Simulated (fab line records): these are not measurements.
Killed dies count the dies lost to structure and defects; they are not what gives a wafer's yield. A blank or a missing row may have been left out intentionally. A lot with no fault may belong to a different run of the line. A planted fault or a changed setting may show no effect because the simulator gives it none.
Chamber matching :: flow n5 finfet :: N5_BEOL_M2_ALD_84 on ald metal-03 has 4 sister chambers
The step deposits TaN, pulse time 2 s, purge time 3 s, co reactant purge time 2 s. 16 wafers are shown with their chamber, then 8 later ones without.

== EACH WAFER AND ITS CHAMBER ==
wafer: L076.1
chamber: 1
heater power w (W): 475

wafer: L076.3
chamber: 0
heater power w (W): 382

wafer: L076.6
chamber: 3
heater power w (W): 420

wafer: L079.3
chamber: 2
heater power w (W): 473

wafer: L079.4
chamber: 3
heater power w (W): 416

wafer: L079.6
chamber: 3
heater power w (W): 417

wafer: L082.2
chamber: 1
heater power w (W): 482

wafer: L082.4
chamber: 2
heater power w (W): 477

wafer: L082.6
chamber: 0
heater power w (W): 368

wafer: L083.2
chamber: 1
heater power w (W): 489

wafer: L083.4
chamber: 0
heater power w (W): 379

wafer: L083.5
chamber: 1
heater power w (W): 487

wafer: L087.2
chamber: 3
heater power w (W): 427

wafer: L087.4
chamber: 2
heater power w (W): 479

wafer: L087.6
chamber: 2
heater power w (W): 467

wafer: L090.1
chamber: 2
heater power w (W): 475

SIGNATURES (means of the wafers above)
reading: heater power w
chamber 0: 376.33
chamber 1: 483.25
chamber 2: 474.20
chamber 3: 420.00
scatter within a chamber: 5.66
Rule: distance of a wafer from a chamber = root of the sum over the readings of ((wafer's reading minus chamber's mean) / reading's scatter) squared. If the next closest chamber is less than 2 further off than the closest, the wafer can't be placed; otherwise it belongs to the closest. The scatter: the root of (the sum of the squares of (reading less its chamber's mean) over the shown wafers, divided by (wafers less chambers)).

== WAFERS WHOSE CHAMBER IS MISSING ==
wafer: L090.5
heater power w (W): 473

wafer: L090.6
heater power w (W): 487

wafer: L093.3
heater power w (W): 379

wafer: L093.4
heater power w (W): 422

wafer: L093.5
heater power w (W): 420

wafer: L096.1
heater power w (W): 386

wafer: L096.2
heater power w (W): 469

wafer: L096.3
heater power w (W): 486

== WHICH CHAMBER EACH ONE RAN IN ==
wafer: L090.5
from the rows above: can't be placed: 2 or 1
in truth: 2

wafer: L090.6
from the rows above: can't be placed: 1 or 2
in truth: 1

wafer: L093.3
from the rows above: 0
in truth: 0

wafer: L093.4
from the rows above: 3
in truth: 3

wafer: L093.5
from the rows above: 3
in truth: 3

wafer: L096.1
from the rows above: 0
in truth: 0

wafer: L096.2
from the rows above: can't be placed: 2 or 1
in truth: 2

wafer: L096.3
from the rows above: can't be placed: 1 or 2
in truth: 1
Placed correctly: 4 of 8. Unplaceable from these rows: 4, with the true chamber sitting among the candidates in 4. Number placed wrongly: 0.
